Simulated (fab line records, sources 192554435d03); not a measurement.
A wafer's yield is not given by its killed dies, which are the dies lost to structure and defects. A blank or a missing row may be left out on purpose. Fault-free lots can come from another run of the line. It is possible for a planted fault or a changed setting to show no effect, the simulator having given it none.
Chamber matching | flow n5 finfet | 4 sister chambers for N5_BEOL_M10_STRIP_19 on rie diel-01
The step strips in O2. 4 wafers are shown with their chamber, then 9 later ones without.

WAFERS WITH THEIR CHAMBER
wafer  | chamber | drypump motor current A (A)
L086.3 | 2       | 5.7
L086.4 | 3       | 4.8
L090.2 | 0       | 6.6
L090.6 | 1       | 5.8

WAFERS WITH NO CHAMBER GIVEN
wafer  | drypump motor current A (A)
L092.3 | 5.7
L092.4 | 6.5
L092.6 | 5.7
L096.1 | 5.8
L096.2 | 4.8
L096.3 | 6.5
L097.1 | 6.5
L097.2 | 5.7
L097.4 | 4.8

WHICH CHAMBER EACH ONE RAN IN
wafer  | from the rows above     | in truth
L092.3 | can't be placed: 2 or 1 | 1
L092.4 | 0                       | 0
L092.6 | can't be placed: 2 or 1 | 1
L096.1 | can't be placed: 1 or 2 | 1
L096.2 | 3                       | 3
L096.3 | 0                       | 0
L097.1 | 0                       | 0
L097.2 | can't be placed: 2 or 1 | 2
L097.4 | 3                       | 3
Correct placement for 5 of the 9. From these rows, 4 cannot be placed; in 4 the true chamber is one of the candidates. Placed wrongly: 0.
How it was worked out, from the rows above alone: a wafer's distance from a chamber is the root of the sum, over the readings, of the square of ((its reading less the chamber's mean) divided by the reading's scatter). The wafer belongs to the nearest chamber; if the next one is less than 2 further off, it can't be placed. A chamber's mean is the mean of its shown wafers. The scatter (one wafer shown for each chamber): square how far every hidden wafer sits from the nearest shown wafer, average those squares and take the square root.
